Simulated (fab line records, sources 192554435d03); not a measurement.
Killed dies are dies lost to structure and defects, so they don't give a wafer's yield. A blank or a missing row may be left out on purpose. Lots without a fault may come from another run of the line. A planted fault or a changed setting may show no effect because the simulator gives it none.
fab line records | flow n5_finfet
record lots=7 wafers=21
route steps=1938 shown BEOL_M6@1204 BEOL_M7@1290
start_h: hours from the record's first day to the start of the lot's first wafer shown | wait_h: hours since the lot's step before | " the same as in the row above | L1.1+2: a row that stands for several wafers | - no value, or no start given | * or withheld: withheld | < > ~ a bound
route shown NAME@n: a module of which the file shows steps, and the number in the route of the first | usual: mean/standard deviation of fault-free wafers | same: alike in all rows | chamber/n: place in a boat | sites: the reading at each site | _std_site: their standard deviation | _edge_site: outer sites' mean less inner sites' | radius_mm: how far each site lies from the wafer's centre | mask NAME#n: copy n | behind: the tool/chamber that last shaped the wafer | hold: why the lot was held/for how many hours/how that ended | device: the transistor (n, p or np) that didn't switch | end of line: the same wafers' tests at the end of the route | a step without rows: its recipe alone | killed: dies lost to structure and defects at the first sort, not the wafer's yield | map: a wafer's dies, x killed, . not, _ none there
set.NAME: the setting as run; set.NAME@STEP: as run at that earlier step | model.NAME: the simulator's own value behind a step, which no gauge read
lots whose settings were changed on purpose; a table a step, a row a wafer
## steps
# step N5_BEOL_M6_EXPOSE_08
# recipe mask_id=M6 na=1.35 source_shape=dipole sigma_inner=0.817 sigma_outer=0.97 polarization=te dose_mj=68.25
# columns lot.wafer tool chamber start_h wait_h mask set.dose_mj
L076.1+4+6 arfi_scanner-03 0 198.05 - M6#0 68.25
L081.1 arfi_scanner-02 0 221.53 - M6#0 68.25
L081.2+3 " 0 " " M6#0 64.6
L083.1 arfi_scanner-03 0 224.16 - M6#0 72.35
L083.4+5 " 0 " " M6#0 68.25
L088.1+3 arfi_scanner-01 0 260.64 - M6#0 68.25
L088.2 " 0 " " M6#0 65.25
L089.3+6 arfi_scanner-03 0 262.94 - M6#0 70.23
L089.4 " 0 " " M6#0 68.25
L096.1+4+6 arfi_scanner-01 0 312.98 - M6#0 68.25
L097.3+4+6 arfi_scanner-02 0 329.96 - M6#0 64.04
# step N5_BEOL_M6_PEB_09
# recipe peb_temp_c=withheld peb_time_s=60 resist=CAR-ArF
# step N5_BEOL_M6_DEVELOP_10
# recipe develop_time_s=30 developer=TMAH resist=CAR-ArF rinse_liquid=diw dry=air_spin dev_temp_c=23
# step N5_BEOL_M6_CD_MEAS_11
# recipe target_cd_nm=38.5 landing_energy_ev=500 detector=se_inlens polarity=opening
# usual cd_nm=38.7/0.58
# columns lot.wafer tool chamber start_h wait_h set.dose_mj@BEOL_M6_EXPOSE_08 cd_nm
L076.1 cd_sem-01 0 198.18 - 68.25 37.8
L076.4 " 0 " " 68.25 38.0
L076.6 " 0 " " 68.25 38.2
L081.1 cd_sem-01 0 221.65 - 68.25 38.4
L081.2 " 0 " " 64.6 35.7
L081.3 " 0 " " 64.6 36.3
L083.1 cd_sem-01 0 224.29 - 72.35 41.3
L083.4 " 0 " " 68.25 38.4
L083.5 " 0 " " 68.25 39.0
L088.1 cd_sem-01 0 260.77 - 68.25 38.1
L088.2 " 0 " " 65.25 35.8
L088.3 " 0 " " 68.25 38.0
L089.3 cd_sem-01 0 263.06 - 70.23 40.3
L089.4 " 0 " " 68.25 38.0
L089.6 " 0 " " 70.23 39.8
L096.1 cd_sem-02 0 313.11 - 68.25 39.0
L096.4 " 0 " " 68.25 39.4
L096.6 " 0 " " 68.25 38.7
L097.3 cd_sem-02 0 330.08 - 64.04 36.2
L097.4 " 0 " " 64.04 35.2
L097.6 " 0 " " 64.04 35.4
# step N5_BEOL_M6_DESCUM_16
# recipe chemistry=O2 time_s=7.9 source_power_w=50 bias_power_w=20 pressure_mtorr=20 rf_frequency_hz=2.712e+07 temp_c=40 resist=CAR-ArF o2_flow_sccm=225
# step N5_BEOL_M6_ETCH_61
# recipe chemistry=CF4 target=SiARC target_depth_a=455 mask_material=CAR-ArF time_s=75.8 ion_energy_ev=80 pressure_mtorr=40 source_w=545 bias_w=36 Ar_flow_sccm=100 cf4_flow_sccm=100 ends=cleared
# columns lot.wafer tool chamber start_h wait_h set.dose_mj@BEOL_M6_EXPOSE_08 model.BEOL_M6.cd_offset_nm
L076.1+4+6 rie_diel-06 2,1,2 198.30 0.0 68.25 -0.4
L081.1 rie_diel-02 0 221.78 0.0 68.25 0.2
L081.2 " 2 " " 64.6 -2.6
L081.3 " 1 " " 64.6 -2.4
L083.1 rie_diel-02 0 224.45 0.0 72.35 3.4
L083.4+5 " 3,2 " " 68.25 0.4
L088.1+3 rie_diel-06 2,3 260.90 0.0 68.25 -0.2
L088.2 " 1 " " 65.25 -2.6
L089.3 rie_diel-02 1 263.27 0.0 70.23 2
L089.4 " 0 " " 68.25 -0.4
L089.6 " 1 " " 70.23 1.4
L096.1 rie_diel-02 3 313.26 0.0 68.25 0.6
L096.4 " 1 " " 68.25 1
L096.6 " 2 " " 68.25 -0.4
L097.3 rie_diel-02 3 330.20 0.0 64.04 -2.2
L097.4 " 2 " " 64.04 -3.8
L097.6 " 0 " " 64.04 -2.6
# step N5_BEOL_M6_ETCH_62
# recipe chemistry=N2/H2 target=SOC target_depth_a=1100 overetch_a=220 mask_material=SiARC temp_c=40 time_s=165 ion_energy_ev=200 pressure_mtorr=30 source_w=840 bias_w=150 n2_flow_sccm=200 h2_flow_sccm=200
# columns lot.wafer tool chamber start_h wait_h set.dose_mj@BEOL_M6_EXPOSE_08 model.BEOL_M6.cd_offset_nm
L076.1+6 rie_diel-06 2 198.36 0.0 68.25 -0.2
L076.4 " 1 " " 68.25 -0.8
L081.1 rie_diel-02 0 221.83 0.0 68.25 0.4
L081.2 " 2 " " 64.6 -2.8
L081.3 " 1 " " 64.6 -2.4
L083.1 rie_diel-02 0 224.51 0.0 72.35 3.8
L083.4 " 3 " " 68.25 0.4
L083.5 " 2 " " 68.25 0.2
L088.1 rie_diel-06 2 260.95 0.0 68.25 -0.4
L088.2 " 1 " " 65.25 -3
L088.3 " 3 " " 68.25 0
L089.3 rie_diel-02 1 263.33 0.0 70.23 2
L089.4 " 0 " " 68.25 -0.2
L089.6 " 1 " " 70.23 1.4
L096.1 rie_diel-02 3 313.32 0.0 68.25 0.8
L096.4 " 1 " " 68.25 1
L096.6 " 2 " " 68.25 -0.6
L097.3 rie_diel-02 3 330.25 0.0 64.04 -1.8
L097.4 " 2 " " 64.04 -3.8
L097.6 " 0 " " 64.04 -2.2
# step N5_BEOL_M6_STRIP_68
# recipe chemistry=N2/H2 temp_c=40 n2_flow_sccm=200 h2_flow_sccm=200 rf_frequency_hz=6e+07
# step N5_BEOL_M6_STRIP_67
# recipe chemistry=CF4 resist=SiARC power_w=300 bias_power_w=75 pressure_mtorr=50 cf4_flow_sccm=150 rf_frequency_hz=6e+07
# step N5_BEOL_M6_HM_OPEN_17
# recipe chemistry=Cl2/BCl3 target_depth_a=200 overetch_a=60 target=TiN mask_material=SOC ion_energy_ev=150 pressure_mtorr=10 icp_w=1000 bias_w=126 Cl2_flow_sccm=53.25 bcl3_flow_sccm=21.75 Ar_flow_sccm=25
# columns lot.wafer tool chamber start_h wait_h set.target_thk_a@BEOL_M6_HM_DEP_02 model.etch.depth_nm
L076.1 rie_metal-03 1 198.55 0.0 200 19.84
L076.4 " 1 " " 200 19.85
L076.6 " 1 " " 200 19.9
L081.1 rie_metal-01 0 222.02 0.0 222.8 22.47
L081.2 " 1 " " 222.8 22.64
L081.3 " 0 " " 200 20.21
L083.1 rie_metal-02 1 224.69 0.0 200 20.28
L083.4 " 1 " " 200 20.07
L083.5 " 1 " " 200 20.39
L088.1 rie_metal-02 1 261.14 0.0 200 20.22
L088.2 " 0 " " 200 20.06
L088.3 " 1 " " 200 20.11
L089.3 rie_metal-02 0 263.55 0.1 200 20.28
L089.4 " 1 " " 187.3 19.2
L089.6 " 0 " " 187.3 18.72
L096.1 rie_metal-03 1 313.51 0.0 200 20.35
L096.4 " 1 " " 200 20.34
L096.6 " 1 " " 200 20.38
L097.3 rie_metal-02 1 330.51 0.1 200 19.7
L097.4 " 1 " " 200 20.12
L097.6 " 1 " " 200 19.95
# step N5_BEOL_M6_STRIP_19
# recipe chemistry=O2 power_w=400 temp_c=40 pressure_mtorr=30 rf_frequency_hz=6e+07 bias_power_w=0 overash_fraction=0.2 o2_flow_sccm=225
# step N5_BEOL_M6_CD_MEAS_18
# recipe pitch_nm=80 target_cd_nm=40
# usual cd_nm=40.3/0.72
# columns lot.wafer tool chamber start_h wait_h set.dose_mj@BEOL_M6_EXPOSE_08 cd_nm
L076.1 cd_sem-02 - 198.88 0.0 68.25 39.8
L076.4 " - " " 68.25 39.3
L076.6 " - " " 68.25 40.0
L081.1 cd_sem-01 - 222.30 0.0 68.25 40.3
L081.2 " - " " 64.6 37.3
L081.3 " - " " 64.6 37.8
L083.1 cd_sem-01 - 224.97 0.1 72.35 44.0
L083.4 " - " " 68.25 40.1
L083.5 " - " " 68.25 40.4
L088.1 cd_sem-02 - 261.33 0.0 68.25 40.1
L088.2 " - " " 65.25 37.4
L088.3 " - " " 68.25 40.2
L089.3 cd_sem-02 - 263.81 0.1 70.23 42.0
L089.4 " - " " 68.25 40.1
L089.6 " - " " 70.23 41.4
L096.1 cd_sem-02 - 313.78 0.0 68.25 40.9
L096.4 " - " " 68.25 41.1
L096.6 " - " " 68.25 39.3
L097.3 cd_sem-02 - 330.72 0.1 64.04 38.4
L097.4 " - " " 64.04 36.2
L097.6 " - " " 64.04 37.9
# step N5_BEOL_M6_COAT_63
# recipe resist=SOC temp_c=250 time_s=60 spin_rpm=1500 resist_thk_nm=60
# step N5_BEOL_M6_COAT_64
# recipe resist=SiARC temp_c=220 time_s=60 spin_rpm=1500 resist_thk_nm=12
# step N5_BEOL_M6_STRIP_76
# recipe chemistry=C4F6/O2 resist=SiARC rf_frequency_hz=6e+07
# step N5_BEOL_M6_STRIP_36
# recipe chemistry=N2/H2 power_w=450 temp_c=40 pressure_mtorr=20 rf_frequency_hz=6e+07 overash_fraction=0.3 bias_power_w=7 h2_frac=0.5 n2_flow_sccm=200 h2_flow_sccm=200
# step N5_BEOL_M6_TRENCH_ETCH_37
# recipe chemistry=C4F6/O2 target_depth_a=944.35 target=SiCOH_lowk time_s=31.5 ion_energy_ev=250 pressure_mtorr=30 source_w=345 bias_w=185 Ar_flow_sccm=300 C4F6_flow_sccm=10 O2_flow_sccm=10
# columns lot.wafer tool chamber start_h wait_h set.target_thk_a@BEOL_M6_HM_DEP_02 model.TiN_of_BEOL_M6_HM_DEP_02.thk_nm
L076.1+4+6 rie_diel-01 0,2,0 - - 200 17.2
L081.1 rie_diel-01 0 - - 222.8 19.8
L081.2 " 2 " " 222.8 20
L081.3 " 1 " " 200 17.6
L083.1+5 rie_diel-01 3 - - 200 17.6
L083.4 " 2 " " 200 17.4
L088.1+2+3 rie_diel-02 2,1,3 - - 200 17.4
L089.3 rie_diel-02 2 - - 200 17.6
L089.4 " 3 " " 187.3 16.4
L089.6 " 0 " " 187.3 16
L096.1+4 rie_diel-01 1,3 - - 200 17.6
L096.6 " 1 " " 200 17.8
L097.3 rie_diel-02 3 - - 200 17
L097.4 " 1 " " 200 17.4
L097.6 " 3 " " 200 17.2
# step N5_BEOL_M6_ETCH_41
# recipe chemistry=CH3F/O2 target=SiCN target_depth_a=297 taper_deg=2 time_s=52 ion_energy_ev=120 mask_material=TiN pressure_mtorr=30 source_w=395 bias_w=75 Ar_flow_sccm=150 CH3F_flow_sccm=30 O2_flow_sccm=20
# step N5_BEOL_M6_STRIP_80
# recipe chemistry=N2/H2 time_s=10 power_w=450 temp_c=40 pressure_mtorr=20 rf_frequency_hz=6e+07 bias_power_w=7 n2_flow_sccm=200 h2_flow_sccm=200
# step N5_BEOL_M6_PRECLEAN_42
# recipe chemistry=residue_remover time_s=60 temp_c=40
# step N5_BEOL_M6_SRD_43
# recipe time_s=30 temp_c=23 rinse_liquid=diw dry=ipa_marangoni
# step N5_BEOL_M6_CD_MEAS_35
# recipe target_cd_nm=40 target_cd_y_nm=28 polarity=opening
# usual cd_nm=40.4/0.69
# columns lot.wafer tool chamber start_h wait_h set.dose_mj@BEOL_M6_EXPOSE_08 cd_nm
L076.1 cd_sem-01 - 201.67 0.0 68.25 39.8
L076.4 " - " " 68.25 38.9
L076.6 " - " " 68.25 40.0
L081.1 cd_sem-02 - 224.01 0.0 68.25 40.3
L081.2 " - " " 64.6 37.3
L081.3 " - " " 64.6 37.7
L083.1 cd_sem-01 - 227.56 0.0 72.35 43.9
L083.4 " - " " 68.25 40.2
L083.5 " - " " 68.25 40.2
L088.1 cd_sem-01 - 262.61 0.0 68.25 40.1
L088.2 " - " " 65.25 37.2
L088.3 " - " " 68.25 40.2
L089.3 cd_sem-02 - 264.82 0.0 70.23 42.3
L089.4 " - " " 68.25 40.3
L089.6 " - " " 70.23 41.6
L096.1 cd_sem-01 - 315.49 0.0 68.25 40.9
L096.4 " - " " 68.25 40.6
L096.6 " - " " 68.25 39.6
L097.3 cd_sem-03 - 332.24 0.0 64.04 38.3
L097.4 " - " " 64.04 36.6
L097.6 " - " " 64.04 37.5
# step N5_BEOL_M7_COAT_22
# recipe resist=CAR-EUV spin_rpm=1500 resist_thk_nm=30
# columns lot.wafer tool chamber start_h wait_h set.spin_rpm model.CAR-EUV_of_BEOL_M7_COAT_22.thk_nm
L076.1+6 litho_track-04 0 - - 1500 30
L076.4 " 0 " " 1500 29.8
L081.1 litho_track-02 0 - - 1500 30
L081.2+3 " 0 " " 1405 31
L083.1+4+5 litho_track-02 0 - - 1500 30
L088.1 litho_track-02 0 - - 1388 31.2
L088.2 " 0 " " 1388 31
L088.3 " 0 " " 1500 30
L089.3+6 litho_track-04 0 - - 1500 30
L089.4 " 0 " " 1360 31.6
L096.1 litho_track-02 0 - - 1500 29.8
L096.4+6 " 0 " " 1500 30
L097.3 litho_track-02 0 - - 1444 30.8
L097.4 " 0 " " 1500 30
L097.6 " 0 " " 1444 30.6
# step N5_BEOL_M7_DESCUM_33
# recipe chemistry=O2 time_s=7 source_power_w=50 bias_power_w=20 pressure_mtorr=20 rf_frequency_hz=2.712e+07 temp_c=40 resist=CAR-EUV o2_flow_sccm=225
# columns lot.wafer tool chamber start_h wait_h set.time_s set.spin_rpm@BEOL_M7_COAT_22 model.CAR-EUV_of_BEOL_M7_COAT_22.thk_nm
L076.1+6 rie_diel-03 3 209.18 0.0 7 1500 26
L076.4 " 1 " " 8.082 1500 25.4
L081.1 rie_diel-04 2 231.36 0.0 7 1500 26
L081.2 " 3 " " 7 1405 27
L081.3 " 1 " " 7.745 1405 26.6
L083.1+4 rie_diel-04 3,2 232.47 0.0 7 1500 26.2
L083.5 " 3 " " 7 1500 26
L088.1 rie_diel-04 1 269.18 0.0 7 1388 27.2
L088.2 " 2 " " 8.068 1388 26.6
L088.3 " 0 " " 7 1500 26
L089.3 rie_diel-04 0 270.07 0.0 7 1500 26
L089.4 " 3 " " 7 1360 27.6
L089.6 " 2 " " 7 1500 26.2
L096.1 rie_diel-05 2 327.00 0.1 7 1500 25.8
L096.4+6 " 0 " " 7 1500 26
L097.3+6 rie_diel-03 0,2 338.93 0.7 7 1444 26.8
L097.4 " 2 " " 7 1500 26.2
# step N5_BEOL_M7_ETCH_72
# recipe chemistry=N2/H2 target=underlayer target_depth_a=65 mask_material=CAR-EUV time_s=5.2 ion_energy_ev=200 pressure_mtorr=30 source_w=840 bias_w=150 n2_flow_sccm=200 h2_flow_sccm=200 ends=cleared
# columns lot.wafer tool chamber start_h wait_h set.spin_rpm@BEOL_M7_COAT_22 set.time_s@BEOL_M7_DESCUM_33 model.CAR-EUV_of_BEOL_M7_COAT_22.thk_nm
L076.1 rie_diel-03 3 209.21 0.0 1500 7 20.4
L076.4 " 1 " " 1500 8.082 19.6
L076.6 " 3 " " 1500 7 20.2
L081.1 rie_diel-04 2 231.39 0.0 1500 7 20.2
L081.2 " 3 " " 1405 7 21.2
L081.3 " 1 " " 1405 7.745 20.8
L083.1+4+5 rie_diel-04 3,2,3 232.51 0.0 1500 7 20.4
L088.1 rie_diel-04 1 269.21 0.0 1388 7 21.4
L088.2 " 2 " " 1388 8.068 20.8
L088.3 " 0 " " 1500 7 20.2
L089.3+6 rie_diel-04 0,2 270.11 0.0 1500 7 20.4
L089.4 " 3 " " 1360 7 22
L096.1 rie_diel-05 2 327.04 0.0 1500 7 20
L096.4+6 " 0 " " 1500 7 20.4
L097.3+6 rie_diel-03 0,2 338.96 0.0 1444 7 21
L097.4 " 2 " " 1500 7 20.4
# step N5_BEOL_M7_ETCH_65
# recipe chemistry=CF4 target=SiARC target_depth_a=156 mask_material=CAR-EUV time_s=26 ion_energy_ev=80 pressure_mtorr=40 source_w=545 bias_w=36 Ar_flow_sccm=100 cf4_flow_sccm=100 ends=cleared
# columns lot.wafer tool chamber start_h wait_h set.spin_rpm@BEOL_M7_COAT_22 set.time_s@BEOL_M7_DESCUM_33 model.CAR-EUV_of_BEOL_M7_COAT_22.thk_nm
L076.1 rie_diel-03 3 209.23 0.0 1500 7 11.2
L076.4 " 1 " " 1500 8.082 10.4
L076.6 " 3 " " 1500 7 11
L081.1 rie_diel-04 2 231.41 0.0 1500 7 11
L081.2 " 3 " " 1405 7 12
L081.3 " 1 " " 1405 7.745 11.6
L083.1+4+5 rie_diel-04 3,2,3 232.52 0.0 1500 7 11.2
L088.1 rie_diel-04 1 269.23 0.0 1388 7 12.2
L088.2 " 2 " " 1388 8.068 11.6
L088.3 " 0 " " 1500 7 11
L089.3+6 rie_diel-04 0,2 270.12 0.0 1500 7 11.2
L089.4 " 3 " " 1360 7 12.8
L096.1 rie_diel-05 2 327.05 0.0 1500 7 10.8
L096.4 " 0 " " 1500 7 11
L096.6 " 0 " " 1500 7 11.2
L097.3+6 rie_diel-03 0,2 338.98 0.0 1444 7 11.8
L097.4 " 2 " " 1500 7 11.2
# step N5_BEOL_M7_ETCH_41
# recipe chemistry=CH3F/O2 target=SiCN target_depth_a=319 taper_deg=2 time_s=57.8 ion_energy_ev=120 mask_material=TiN pressure_mtorr=30 source_w=395 bias_w=75 Ar_flow_sccm=150 CH3F_flow_sccm=30 O2_flow_sccm=20
# usual rf_vpp_V=297.2/1.9
# columns lot.wafer tool chamber start_h wait_h set.source_w rf_vpp_V
L076.1 rie_diel-03 3 - - 395 301.0
L076.4 " 1 " " 395 296.2
L076.6 " 3 " " 370.8 304.9
L081.1 rie_diel-04 2 - - 448.3 287.6
L081.2 " 3 " " 395 296.9
L081.3 " 1 " " 448.3 283.5
L083.1 rie_diel-04 3 - - 395 295.7
L083.4 " 2 " " 395 299.9
L083.5 " 3 " " 428.4 288.8
L088.1 rie_diel-04 1 - - 395 294.9
L088.2 " 2 " " 451.6 287.0
L088.3 " 0 " " 451.6 283.3
L089.3 rie_diel-04 0 - - 395 294.2
L089.4 " 3 " " 395 298.8
L089.6 " 2 " " 368.2 306.2
L096.1 rie_diel-05 2 - - 395 298.5
L096.4 " 0 " " 395 296.7
L096.6 " 0 " " 395 297.3
L097.3 rie_diel-03 0 - - 395 296.8
L097.4 " 2 " " 395 297.4
L097.6 " 2 " " 395 298.3
## key
split step=N5_BEOL_M6_EXPOSE_08 setting=dose_mj stated=68.25 by=wafer
response step=N5_BEOL_M6_CD_MEAS_11 reading=cd_nm change=+0.481 per=1% r=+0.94
response step=N5_BEOL_M6_ETCH_61 reading=model.BEOL_M6.cd_offset_nm change=+0.531 per=1% r=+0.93
response step=N5_BEOL_M6_ETCH_62 reading=model.BEOL_M6.cd_offset_nm change=+0.594 per=1% r=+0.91
response step=N5_BEOL_M6_CD_MEAS_18 reading=cd_nm change=+0.58 per=1% r=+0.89
response step=N5_BEOL_M6_CD_MEAS_35 reading=cd_nm change=+0.593 per=1% r=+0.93
split step=N5_BEOL_M7_COAT_22 setting=spin_rpm stated=1500 by=wafer
response step=N5_BEOL_M7_COAT_22 reading=model.CAR-EUV_of_BEOL_M7_COAT_22.thk_nm change=-0.163 per=1% r=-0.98
response step=N5_BEOL_M7_DESCUM_33 reading=model.CAR-EUV_of_BEOL_M7_COAT_22.thk_nm change=-0.142 per=1% r=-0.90
response step=N5_BEOL_M7_ETCH_72 reading=model.CAR-EUV_of_BEOL_M7_COAT_22.thk_nm change=-0.147 per=1% r=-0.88
response step=N5_BEOL_M7_ETCH_65 reading=model.CAR-EUV_of_BEOL_M7_COAT_22.thk_nm slope=-0.167 per=1% together_with=time_s@BEOL_M7_DESCUM_33 explained=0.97
split step=N5_BEOL_M7_DESCUM_33 setting=time_s stated=7 by=wafer
response step=N5_BEOL_M7_DESCUM_33 reading=model.CAR-EUV_of_BEOL_M7_COAT_22.thk_nm slope=-0.0389 per=1% together_with=spin_rpm@BEOL_M7_COAT_22 explained=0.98
response step=N5_BEOL_M7_ETCH_72 reading=model.CAR-EUV_of_BEOL_M7_COAT_22.thk_nm slope=-0.0425 per=1% together_with=spin_rpm@BEOL_M7_COAT_22 explained=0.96
response step=N5_BEOL_M7_ETCH_65 reading=model.CAR-EUV_of_BEOL_M7_COAT_22.thk_nm slope=-0.0425 per=1% together_with=spin_rpm@BEOL_M7_COAT_22 explained=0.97
split step=N5_BEOL_M7_ETCH_41 setting=source_w stated=395 by=wafer
response step=N5_BEOL_M7_ETCH_41 reading=rf_vpp_V change=-0.872 per=1% r=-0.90
split outside_this_file step=N5_BEOL_M6_HM_DEP_02 setting=target_thk_a
# split outside_this_file: this setting was split too, and the file shows its column; the key of that split is in another file
